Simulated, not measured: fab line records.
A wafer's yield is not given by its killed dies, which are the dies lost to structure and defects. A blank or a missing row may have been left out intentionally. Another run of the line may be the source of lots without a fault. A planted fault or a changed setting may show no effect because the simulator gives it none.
fab line records -- flow n5Finfet
[record] lots = 10, wafers = 30, lastDay = 17
route steps=1938 shown DUMMY_GATE@245 SD_EPI_N@274 PASSIVATION@1936
lots with no fault: from the same line, run without faults
startH: the number of hours between the record's first day and the start of the first shown wafer of the lot -- waitH: how many hours have passed since the lot's step before this one -- " unchanged from the row above -- L1.1+2: a single row standing in for several wafers -- - value missing, or start not given -- * or withheld: withheld -- < > ~ a bound
route shown NAME@n: a module of which the file shows steps, and the number in the route of the first -- usual: the fault-free wafers' mean and standard deviation -- same: alike in all rows -- chamber/n: place in a boat -- sites: readings site by site -- _std_site: the values' standard deviation -- _edge_site: mean of outer sites minus mean of inner sites -- radiusMm: for every site, how far away it sits from the centre of the wafer -- mask NAME#n: copy n -- behind: the last tool/chamber to shape the wafer -- hold: why the lot went on hold/how many hours it stayed there/how the hold came to an end -- device: transistor that didn't switch, given as n, p or np -- end of line: the same wafers' tests at the end of the route -- a step with no rows: only its recipe -- killed: the dies lost at the first sort to structure and to defects; this is not the yield of the wafer -- map: dies across one wafer; x = killed, . = not, _ = none there
set.NAME: the setting that was run; set.NAME@STEP: the one run at that earlier step -- model.NAME: the simulator's own value behind a step, which no gauge read
one table for each step of the route and one row for each wafer, over a sample of lots
services: from which hour (startH, from the record's first day; less than 0 if before it) a tool's chamber was out of use, for how many hours, and why
[[steps]]
[step N5_DUMMY_GATE_HM_OPEN_21]
[recipe] chemistry = CH3F/O2, target = SiNx, targetDepthA = 1200, Ar_flow_sccm = 150, CH3F_flow_sccm = 30, O2_flow_sccm = 23, timeS = 171.4, pressureMtorr = 30, sourceW = 395, biasW = 73, ionEnergyEv = 120.7
[usual] CH3F_flow_sccm = 30.00/0.093, drypumpMotorCurrentA = 5.8/0.42, oesProductAu = 0.79/0.093, rfVppV = 299/3.7, showerheadPlenumPTorr = 2.02/0.064, throttleValvePct = 16.38/0.22
lot.wafer,tool,chamber,startH,waitH,CH3F_flow_sccm,drypumpMotorCurrentA,oesProductAu,rfHoursCounterH,rfVppV,showerheadPlenumPTorr,throttleValvePct
L117.4,rieDiel-01,0,48.59,0.0,30.05,5.7,0.78,109,305,2.13,16.57
L117.5,rieDiel-01,1,48.59,0.0,29.93,5.7,0.79,-,294,1.95,16.10
L117.6,rieDiel-01,0,48.59,0.0,29.89,5.7,0.78,-,305,2.13,16.56
L118.1,rieDiel-02,0,55.17,0.0,29.98,5.9,0.74,179,298,2.01,16.50
L118.3,rieDiel-02,3,55.17,0.0,30.00,5.6,0.73,166,299,2.09,16.40
L118.6,rieDiel-02,3,55.17,0.0,29.93,5.6,0.72,-,300,2.09,16.42
L120.1,rieDiel-06,1,66.48,0.0,30.12,6.6,0.93,20,308,2.15,16.37
L120.2,rieDiel-06,2,66.48,0.0,29.74,5.6,0.71,186,300,2.01,16.24
L120.5,rieDiel-06,3,66.48,0.0,30.13,5.9,0.93,-,299,1.98,16.11
L127.4,rieDiel-01,2,108.35,0.1,29.81,5.0,0.84,-,300,1.97,16.16
L127.5,rieDiel-01,1,108.35,0.1,30.00,5.7,0.77,-,294,1.94,16.13
L127.6,rieDiel-01,0,108.35,0.1,30.07,5.7,0.76,-,304,2.12,16.60
L128.2,rieDiel-06,2,113.43,0.0,29.93,5.6,0.71,199,300,2.00,16.26
L128.4,rieDiel-06,3,113.43,0.0,29.82,5.9,0.91,26,298,1.98,16.14
L128.5,rieDiel-06,3,113.43,0.0,29.94,5.9,0.90,-,298,1.98,16.15
L132.1,rieDiel-02,0,137.53,0.0,30.10,5.9,0.71,206,297,2.00,16.56
L132.3,rieDiel-02,0,137.53,0.0,30.02,5.9,0.72,-,297,2.00,16.56
L132.6,rieDiel-02,3,137.53,0.0,30.10,5.5,0.70,-,299,2.08,16.48
L133.3,rieDiel-06,3,141.29,0.1,29.98,5.9,0.87,-,298,1.97,16.15
L133.4,rieDiel-06,2,141.29,0.1,30.01,5.6,0.70,-,299,2.00,16.28
L133.6,rieDiel-06,2,141.29,0.1,29.98,5.7,0.70,-,299,2.00,16.28
L138.1,rieDiel-01,0,178.28,0.0,29.92,5.8,0.74,148,305,2.11,16.65
L138.4,rieDiel-01,2,178.28,0.0,29.87,5.0,0.81,73,298,1.96,16.21
L138.5,rieDiel-01,3,178.28,0.0,30.09,4.7,0.81,-,301,1.95,16.20
L140.2,rieDiel-06,1,186.64,0.0,30.13,6.6,0.86,53,308,2.14,16.43
L140.3,rieDiel-06,3,186.64,0.0,30.01,5.9,0.85,54,298,1.97,16.20
L140.6,rieDiel-06,2,186.64,0.0,30.01,5.6,0.69,-,298,1.99,16.28
L139.3,rieDiel-06,3,187.61,0.0,30.12,5.9,0.85,54,299,1.97,16.19
L139.4,rieDiel-06,0,187.61,0.0,30.12,5.8,0.94,15,298,1.98,16.15
L139.6,rieDiel-06,3,187.61,0.0,30.08,5.9,0.85,-,298,1.97,16.18
[step N5_SD_EPI_N_ETCH_34]
[recipe] chemistry = CF4, target = SiARC, targetDepthA = 455, maskMaterial = CAR-ArF-block, timeS = 75.8, ionEnergyEv = 80, pressureMtorr = 40, sourceW = 545, biasW = 36, Ar_flow_sccm = 100, cf4FlowSccm = 100, ends = cleared
[usual] drypumpMotorCurrentA = 5.8/0.35, etchRfOnTimeS = 75.1/1.1, oesProductAu = 0.68/0.073, rfVppV = 184.4/1.2, showerheadPlenumPTorr = 2.18/0.07, throttleValvePct = 15.55/0.29
lot.wafer,tool,chamber,startH,waitH,drypumpMotorCurrentA,etchRfOnTimeS,oesProductAu,rfHoursCounterH,rfVppV,showerheadPlenumPTorr,throttleValvePct
L117.4,rieDiel-03,2,50.97,0.0,5.7,74.5,0.84,5,185.2,2.28,15.19
L117.5,rieDiel-03,2,50.97,0.0,5.8,74.2,0.85,-,184.5,2.28,15.19
L117.6,rieDiel-03,1,50.97,0.0,5.4,73.9,0.68,-,182.7,2.06,15.14
L118.1,rieDiel-03,3,56.95,0.0,5.5,76.0,0.64,147,183.8,2.14,15.86
L118.3,rieDiel-03,0,56.95,0.0,5.7,75.7,0.61,196,186.3,2.21,15.84
L118.6,rieDiel-03,1,56.95,0.0,5.4,73.9,0.67,-,183.5,2.06,15.15
L120.1,rieDiel-04,1,69.07,0.0,6.4,75.7,0.60,206,184.5,2.21,15.90
L120.2,rieDiel-04,0,69.07,0.0,6.3,76.3,0.63,187,183.5,2.21,15.66
L120.5,rieDiel-04,1,69.07,0.0,6.5,75.7,0.60,-,184.3,2.21,15.91
L127.4,rieDiel-03,2,110.10,0.0,5.8,74.7,0.80,-,185.3,2.27,15.23
L127.5,rieDiel-03,1,110.10,0.0,5.4,74.5,0.66,-,182.4,2.06,15.19
L127.6,rieDiel-03,2,110.10,0.0,5.7,75.1,0.78,-,186.2,2.27,15.24
L128.2,rieDiel-03,1,115.47,0.0,5.4,75.3,0.66,143,183.5,2.06,15.19
L128.4,rieDiel-03,2,115.47,0.0,5.8,75.7,0.78,-,185.1,2.27,15.21
L128.5,rieDiel-03,1,115.47,0.0,5.4,74.8,0.66,-,183.0,2.06,15.19
L132.1,rieDiel-03,1,139.60,0.0,5.4,73.3,0.65,152,183.7,2.05,15.20
L132.3,rieDiel-03,3,139.60,0.0,5.5,76.5,0.63,167,184.2,2.14,15.92
L132.6,rieDiel-03,2,139.60,0.0,5.8,74.5,0.77,-,186.6,2.26,15.25
L133.3,rieDiel-04,2,143.09,0.0,6.1,76.4,0.65,150,183.7,2.14,15.95
L133.4,rieDiel-04,3,143.09,0.0,6.3,74.1,0.67,165,183.9,2.14,15.90
L133.6,rieDiel-04,1,143.09,0.0,6.5,74.7,0.59,-,183.0,2.20,15.96
L138.1,rieDiel-05,2,180.17,0.0,5.5,75.9,0.72,51,183.7,2.17,15.48
L138.4,rieDiel-05,3,180.17,0.0,5.8,73.2,0.74,53,183.0,2.09,15.47
L138.5,rieDiel-05,1,180.17,0.0,5.5,76.9,0.60,-,184.4,2.21,15.72
L140.2,rieDiel-03,1,188.37,0.0,5.4,74.4,0.64,168,181.3,2.05,15.23
L140.3,rieDiel-03,3,188.37,0.0,5.5,76.6,0.62,183,182.3,2.13,15.94
L140.6,rieDiel-03,1,188.37,0.0,5.4,74.8,0.64,-,183.9,2.05,15.24
L139.3,rieDiel-05,3,189.39,0.0,5.8,73.9,0.73,56,183.4,2.09,15.47
L139.4,rieDiel-05,2,189.39,0.0,5.5,75.1,0.72,55,183.2,2.17,15.48
L139.6,rieDiel-05,1,189.39,0.0,5.5,76.6,0.60,-,184.9,2.21,15.73
[step N5_SD_EPI_N_ETCH_16]
[recipe] chemistry = CHF3/O2, target = SiO2, targetDepthA = 50, maskMaterial = SOC, pressureMtorr = 30, sourceW = 650, biasW = 170, Ar_flow_sccm = 200, CHF3_flow_sccm = 50, O2_flow_sccm = 5, ionEnergyEv = 200
[usual] drypumpMotorCurrentA = 5.8/0.34, oesProductAu = 0.80/0.086, rfVppV = 525/6.9, showerheadPlenumPTorr = 2.45/0.08, throttleValvePct = 18.83/0.27
lot.wafer,tool,chamber,startH,waitH,drypumpMotorCurrentA,oesProductAu,rfHoursCounterH,rfVppV,showerheadPlenumPTorr,throttleValvePct
L117.4,rieDiel-03,2,51.55,0.1,5.8,0.99,5,528,2.56,18.51
L117.5,rieDiel-03,2,51.55,0.1,5.8,0.99,-,528,2.56,18.52
L117.6,rieDiel-03,1,51.55,0.1,5.4,0.79,-,515,2.33,18.42
L118.1,rieDiel-03,3,57.53,0.1,5.5,0.76,147,523,2.41,19.16
L118.3,rieDiel-03,0,57.53,0.1,5.6,0.71,196,534,2.49,19.15
L118.6,rieDiel-03,1,57.53,0.1,5.5,0.78,-,515,2.32,18.42
L120.1,rieDiel-04,1,69.65,0.1,6.4,0.70,206,521,2.49,19.14
L120.2,rieDiel-04,0,69.65,0.1,6.3,0.74,188,531,2.49,18.89
L120.5,rieDiel-04,1,69.65,0.1,6.5,0.70,-,521,2.49,19.15
L127.4,rieDiel-03,2,110.96,0.1,5.7,0.93,-,529,2.55,18.54
L127.5,rieDiel-03,1,110.96,0.1,5.5,0.77,-,516,2.32,18.44
L127.6,rieDiel-03,2,110.96,0.1,5.8,0.93,-,528,2.55,18.54
L128.2,rieDiel-03,1,116.35,0.1,5.4,0.77,144,516,2.32,18.46
L128.4,rieDiel-03,2,116.35,0.1,5.8,0.92,-,527,2.55,18.53
L128.5,rieDiel-03,1,116.35,0.1,5.4,0.77,-,516,2.32,18.45
L132.1,rieDiel-03,1,140.18,0.1,5.5,0.76,152,514,2.31,18.47
L132.3,rieDiel-03,3,140.18,0.1,5.5,0.73,167,523,2.40,19.19
L132.6,rieDiel-03,2,140.18,0.1,5.8,0.90,-,529,2.55,18.56
L133.3,rieDiel-04,2,143.67,0.1,6.1,0.77,150,526,2.40,19.22
L133.4,rieDiel-04,3,143.67,0.1,6.2,0.77,165,524,2.40,19.15
L133.6,rieDiel-04,1,143.67,0.1,6.5,0.69,-,521,2.48,19.18
L138.1,rieDiel-05,2,180.75,0.1,5.5,0.85,52,536,2.44,18.78
L138.4,rieDiel-05,3,180.75,0.1,5.8,0.84,53,514,2.35,18.81
L138.5,rieDiel-05,1,180.75,0.1,5.5,0.71,-,534,2.49,18.98
L140.2,rieDiel-03,1,188.95,0.1,5.4,0.74,169,516,2.31,18.49
L140.3,rieDiel-03,3,188.95,0.1,5.5,0.72,183,523,2.39,19.19
L140.6,rieDiel-03,1,188.95,0.1,5.5,0.75,-,515,2.31,18.48
L139.3,rieDiel-05,3,189.97,0.1,5.8,0.85,56,515,2.35,18.81
L139.4,rieDiel-05,2,189.97,0.1,5.5,0.85,55,536,2.44,18.77
L139.6,rieDiel-05,1,189.97,0.1,5.5,0.70,-,532,2.49,18.97
[step N5_SD_EPI_N_EPI_21]
[recipe] material = Si:P, dopant = P, tempC = 680, pressureTorr = 255, timeS = 690
lot.wafer,tool,chamber,startH,waitH
L117.4+5+6,epiRpcvd-01,0,53.45,0.9
L118.1+3+6,epiRpcvd-03,0,58.62,0.1
L120.1+2+5,epiRpcvd-02,0,71.15,0.3
L127.4+5+6,epiRpcvd-02,0,112.86,0.9
L128.2+4+5,epiRpcvd-02,0,117.72,0.4
L132.1+3+6,epiRpcvd-03,0,141.42,0.2
L133.3+4+6,epiRpcvd-01,0,145.29,0.7
L138.1+4+5,epiRpcvd-03,0,181.88,0.1
L140.2+3+6,epiRpcvd-02,0,190.28,0.4
L139.3+4+6,epiRpcvd-01,0,191.60,0.7
[step N5_SD_EPI_N_EPI_MEAS_23]
[recipe] mode = xrd
[usual] thkNm = 59.1/1.3
lot.wafer,tool,chamber,startH,waitH,thkNm
L117.4,filmMetro-01,-,54.33,0.6,59.4
L117.5,filmMetro-01,-,54.33,0.6,58.6
L117.6,filmMetro-01,-,54.33,0.6,58.4
L118.1,filmMetro-01,-,60.35,1.5,60.8
L118.3,filmMetro-01,-,60.35,1.5,58.1
L118.6,filmMetro-01,-,60.35,1.5,58.7
L120.1,filmMetro-02,-,74.19,2.5,59.1
L120.2,filmMetro-02,-,74.19,2.5,59.8
L120.5,filmMetro-02,-,74.19,2.5,59.1
L127.4,filmMetro-01,-,113.74,0.6,53.9
L127.5,filmMetro-01,-,113.74,0.6,54.8
L127.6,filmMetro-01,-,113.74,0.6,51.6
L128.2,filmMetro-02,-,119.16,1.2,55.5
L128.4,filmMetro-02,-,119.16,1.2,53.8
L128.5,filmMetro-02,-,119.16,1.2,53.0
L132.1,filmMetro-02,-,143.70,1.9,58.3
L132.3,filmMetro-02,-,143.70,1.9,56.9
L132.6,filmMetro-02,-,143.70,1.9,58.8
L133.3,filmMetro-01,-,146.45,0.9,58.6
L133.4,filmMetro-01,-,146.45,0.9,61.9
L133.6,filmMetro-01,-,146.45,0.9,60.7
L138.1,filmMetro-01,-,183.59,1.4,58.6
L138.4,filmMetro-01,-,183.59,1.4,56.3
L138.5,filmMetro-01,-,183.59,1.4,61.3
L140.2,filmMetro-01,-,191.72,1.2,60.1
L140.3,filmMetro-01,-,191.72,1.2,58.6
L140.6,filmMetro-01,-,191.72,1.2,59.3
L139.3,filmMetro-02,-,192.76,0.9,60.7
L139.4,filmMetro-02,-,192.76,0.9,60.6
L139.6,filmMetro-02,-,192.76,0.9,59.8
[step N5_PASSIVATION_PROBE_49]
[usual] killed_at_M0_to_M3 = 35/11, killed_at_M4_up = 14/5.4, killedAtContacts = 12/6.2, killedAtFrontEnd = 38/11, killedAtOther = 4.1/2.8, killedDies = 103/17, killedOpen = 66/13, killedShort = 34/8.2
[same] grossDies = 1180, killedAtBackSide = 0
lot.wafer,tool,chamber,startH,waitH,killed_at_M0_to_M3,killed_at_M4_up,killedAtContacts,killedAtFrontEnd,killedAtOther,killedDies,killedOpen,killedShort
L128.2,prober-01,-,342.72,0.1,24,17,4,40,4,89,63,25
L128.4,prober-01,-,342.82,0.2,35,35,13,41,6,130,89,39
L128.5,prober-01,-,342.87,0.2,44,10,10,46,1,111,79,30
// killed by level:class
L128.2 BEOL_M4:geometricParticle:open=10 STI_FIN_REVEAL:geometricParticle:open=9 FIN_SAQP:geometricParticle:short=8 BEOL_M2:geometricParticle:open=8 BEOL_M1:geometricParticle:open=6 DUMMY_GATE:geometricParticle:open=5 GATE_CUT:geometricParticle:open=4 BEOL_M4:geometricParticle:short=4
L128.4 BEOL_M4:geometricParticle:open=23 MOL_CONTACT_COAG:geometricParticle:open=11 STI_FIN_REVEAL:geometricParticle:open=9 BEOL_M0_SAQP:geometricParticle:open=9 BEOL_M0_SAQP:geometricParticle:short=9 GATE_CUT:geometricParticle:short=6 BEOL_M4:geometricParticle:short=6 BEOL_M3:geometricParticle:open=5
L128.5 STI_FIN_REVEAL:geometricParticle:open=21 BEOL_M3:geometricParticle:open=12 BEOL_M0_SAQP:geometricParticle:short=10 MOL_CONTACT_COAG:geometricParticle:open=9 FIN_SAQP:geometricParticle:short=7 BEOL_M2:geometricParticle:open=6 FIN_SAQP:geometricParticle:open=5 BEOL_M0_SAQP:geometricParticle:open=5
[[services]]
tool,chamber,startH,hours,kind
rieDiel-05,2,27.22,-,clean
rieDiel-05,2,27.22,-,consumableReplace:focusRing
rieDiel-05,2,27.22,13.3,scheduledDown
rieDiel-01,-,40.32,0.4,repair
rieDiel-05,3,55.27,10.0,repair
rieDiel-04,2,65.79,6.7,repair
rieDiel-01,3,89.53,8.7,repair
rieDiel-03,3,95.34,22.6,repair
rieDiel-01,3,103.31,18.9,repair
rieDiel-03,0,103.91,18.7,repair
rieDiel-02,2,105.26,7.6,repair
rieDiel-03,-,112.50,2.8,repair
rieDiel-06,0,115.84,5.3,repair
rieDiel-04,2,116.92,6.0,repair
rieDiel-06,0,121.19,-,clean
rieDiel-06,0,121.19,-,consumableReplace:focusRing
rieDiel-06,0,121.19,21.9,scheduledDown
rieDiel-06,0,121.19,21.9,ventCycle
epiRpcvd-03,-,127.45,2.8,pm
rieDiel-06,1,128.14,16.7,repair
rieDiel-02,2,132.32,6.3,repair
rieDiel-06,2,142.69,23.3,repair
epiRpcvd-01,-,161.63,2.8,pm
epiRpcvd-02,-,186.13,1.4,repair
[[key]]
[firstSign] step = N5_SD_EPI_N_EPI_MEAS_23, reading = thkNm, direction = down, sigmas = 4, usual = *, struck = *
effect none on later readings
metAt N5_SD_EPI_N_EPI_21
struckLots L127,L128
testerLeftOut L127,L128
notActingAt N5_DUMMY_GATE_HM_OPEN_21,N5_SD_EPI_N_ETCH_34,N5_SD_EPI_N_ETCH_16
onsetBetween 71.15 112.86
[fault] kind = processParameterDrift, tool = epiRpcvd-02, chamber = -, onsetH = 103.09, steps = N5_SD_EPI_N_EPI_21, channel = timeS, offset = *, shape = step, endH = 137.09, actsIn = *, stated = *
// testerLeftOut: of these lots the tester's yield and bins aren't shown, on N5 and GAA mostly nor the transistor test; their killed dies are dies lost to structure and defects alone, not to doping, threshold or leakage, so they don't give the yield
